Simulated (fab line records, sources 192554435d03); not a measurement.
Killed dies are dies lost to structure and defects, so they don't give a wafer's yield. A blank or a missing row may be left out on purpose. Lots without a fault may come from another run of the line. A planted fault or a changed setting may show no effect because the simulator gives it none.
Chamber matching | flow n5_finfet | N5_BEOL_M2_ALD_84 on ald_metal-02: 4 sister chambers
The step deposits TaN, pulse time 2 s, purge time 3 s, co reactant purge time 2 s. 16 wafers are shown with their chamber, then 8 later ones without.

WAFERS WITH THEIR CHAMBER
wafer  | chamber | heater_power_w (W)
L074.2 | 3       | 364
L074.4 | 2       | 462
L074.6 | 2       | 460
L076.3 | 0       | 402
L076.5 | 1       | 388
L076.6 | 0       | 402
L080.2 | 1       | 382
L080.3 | 0       | 403
L080.6 | 3       | 368
L081.3 | 1       | 392
L081.5 | 3       | 373
L081.6 | 1       | 389
L088.2 | 3       | 376
L088.4 | 2       | 455
L088.5 | 1       | 387
L089.4 | 2       | 454

SIGNATURES (means of the wafers above)
reading        | chamber 0 | chamber 1 | chamber 2 | chamber 3 | scatter within a chamber
heater_power_w | 402.33    | 387.60    | 457.75    | 370.25    | 3.91
Rule: a wafer's distance from a chamber is the root of the sum, over the readings, of the square of ((its reading less the chamber's mean) divided by the reading's scatter). The wafer belongs to the nearest chamber; if the next one is less than 2 further off, it can't be placed. The scatter: the root of (the sum of the squares of (reading less its chamber's mean) over the shown wafers, divided by (wafers less chambers)).

WAFERS WITHOUT THEIR CHAMBER
wafer  | heater_power_w (W)
L089.5 | 448
L089.6 | 392
L093.2 | 387
L093.3 | 410
L093.5 | 361
L092.2 | 394
L092.3 | 466
L092.6 | 396

WHICH CHAMBER EACH WENT THROUGH
wafer  | from the rows above     | in truth
L089.5 | 2                       | 2
L089.6 | can't be placed: 1 or 0 | 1
L093.2 | 1                       | 1
L093.3 | 0                       | 0
L093.5 | 3                       | 3
L092.2 | can't be placed: 1 or 0 | 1
L092.3 | 2                       | 2
L092.6 | can't be placed: 0 or 1 | 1
Placed correctly: 5 of 8. Can't be placed from these rows: 3 (the true chamber is among the candidates in 3). Placed wrongly: 0.
